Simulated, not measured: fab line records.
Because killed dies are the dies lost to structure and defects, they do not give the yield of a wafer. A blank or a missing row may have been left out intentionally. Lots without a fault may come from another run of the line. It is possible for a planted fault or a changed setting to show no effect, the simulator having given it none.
Matching of chambers | flow n5-finfet | 4 sister chambers for N5_SD_EPI_P_ETCH_16 on rie-diel-04
The step etches SiO2 in CHF3/O2, target depth 5 nm. 4 wafers are shown with their chamber, then 12 later ones without.

WAFERS PAIRED WITH THEIR CHAMBERS
wafer  | chamber | throttle-valve-pct (%)
L085.2 | 2       | 19.40
L088.5 | 0       | 18.72
L089.4 | 1       | 18.94
L089.6 | 3       | 19.17

WAFERS WHOSE CHAMBER IS MISSING
wafer  | throttle-valve-pct (%)
L090.1 | 19.19
L090.5 | 18.95
L090.6 | 18.76
L091.1 | 19.01
L091.2 | 18.74
L091.4 | 19.19
L094.4 | 19.20
L094.5 | 18.96
L094.6 | 18.77
L097.1 | 19.05
L097.3 | 19.20
L097.6 | 19.20

WHICH CHAMBER EACH ONE RAN IN
wafer  | from the rows above     | in truth
L090.1 | 3                       | 3
L090.5 | 1                       | 1
L090.6 | 0                       | 0
L091.1 | can't be placed: 1 or 3 | 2
L091.2 | 0                       | 0
L091.4 | 3                       | 3
L094.4 | 3                       | 3
L094.5 | 1                       | 1
L094.6 | 0                       | 0
L097.1 | can't be placed: 1 or 3 | 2
L097.3 | 3                       | 3
L097.6 | 3                       | 3
10 of 12 placed correctly. These rows do not allow placing 2 (true chamber among the candidates in 0). Wrongly placed: 0.
How it was worked out, from the rows above alone: a wafer's distance from a chamber is the root of the sum, over the readings, of the square of ((its reading less the chamber's mean) divided by the reading's scatter). The wafer belongs to the nearest chamber; if the next one is less than 2 further off, it can't be placed. Each chamber's mean is taken over the wafers shown for it. The scatter: with one shown wafer a chamber, the root of the mean of the squares of how far each hidden wafer lies from its nearest shown one.
